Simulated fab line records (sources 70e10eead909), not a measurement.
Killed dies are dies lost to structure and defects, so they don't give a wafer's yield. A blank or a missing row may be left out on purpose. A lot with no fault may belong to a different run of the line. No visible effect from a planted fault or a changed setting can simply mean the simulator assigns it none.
Chamber matching :: flow nand harc :: NHARC_A_CHANNEL_FILL_D1_ETCHBACK_20 on rie diel-03 has 4 sister chambers
The step etches the open film in C4F8/O2/Ar, target depth 27 nm, time 13.5 s. 8 wafers are shown with their chamber, then 9 later ones without.

## EACH WAFER AND ITS CHAMBER
wafer: L081.3
chamber: 2
rf vpp V (V): 985
bias w (W): 1495

wafer: L081.6
chamber: 2
rf vpp V (V): 985
bias w (W): 1502

wafer: L087.1
chamber: 3
rf vpp V (V): 978
bias w (W): 1505

wafer: L087.2
chamber: 0
rf vpp V (V): 983
bias w (W): 1505

wafer: L087.3
chamber: 1
rf vpp V (V): 985
bias w (W): 1500

wafer: L090.1
chamber: 0
rf vpp V (V): 985
bias w (W): 1509

wafer: L090.2
chamber: 1
rf vpp V (V): 985
bias w (W): 1502

wafer: L090.4
chamber: 3
rf vpp V (V): 979
bias w (W): 1507

## WAFERS WHOSE CHAMBER IS MISSING
wafer: L093.1
rf vpp V (V): 986
bias w (W): 1504

wafer: L093.2
rf vpp V (V): 985
bias w (W): 1498

wafer: L093.3
rf vpp V (V): 985
bias w (W): 1493

wafer: L094.1
rf vpp V (V): 987
bias w (W): 1497

wafer: L094.3
rf vpp V (V): 984
bias w (W): 1504

wafer: L094.5
rf vpp V (V): 986
bias w (W): 1499

wafer: L097.1
rf vpp V (V): 987
bias w (W): 1500

wafer: L097.2
rf vpp V (V): 985
bias w (W): 1505

wafer: L097.3
rf vpp V (V): 979
bias w (W): 1500

## WHICH CHAMBER EACH ONE RAN IN
wafer: L093.1
from the rows above: can't be placed: 1 or 2 or 0
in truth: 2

wafer: L093.2
from the rows above: can't be placed: 2 or 1
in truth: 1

wafer: L093.3
from the rows above: can't be placed: 2 or 1
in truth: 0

wafer: L094.1
from the rows above: can't be placed: 2 or 1
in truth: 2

wafer: L094.3
from the rows above: can't be placed: 0 or 1 or 2
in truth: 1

wafer: L094.5
from the rows above: can't be placed: 2 or 1
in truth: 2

wafer: L097.1
from the rows above: can't be placed: 1 or 2 or 0
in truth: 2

wafer: L097.2
from the rows above: can't be placed: 1 or 0 or 2
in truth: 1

wafer: L097.3
from the rows above: 3
in truth: 3
Correctly placed: 1 of 9. Not placeable from these rows: 8 (in 7, the candidates include the true chamber). Placed wrongly: 0.
How it was worked out, from the rows above alone: a wafer's distance from a chamber is the root of the sum, over the readings, of the square of ((its reading less the chamber's mean) divided by the reading's scatter). If the next closest chamber is less than 2 further off than the closest, the wafer can't be placed; otherwise it belongs to the closest. A chamber's mean is the mean of its shown wafers. The scatter: take each reading less its chamber's mean, square it, sum over the shown wafers, divide by the number of wafers less the number of chambers, and take the root.
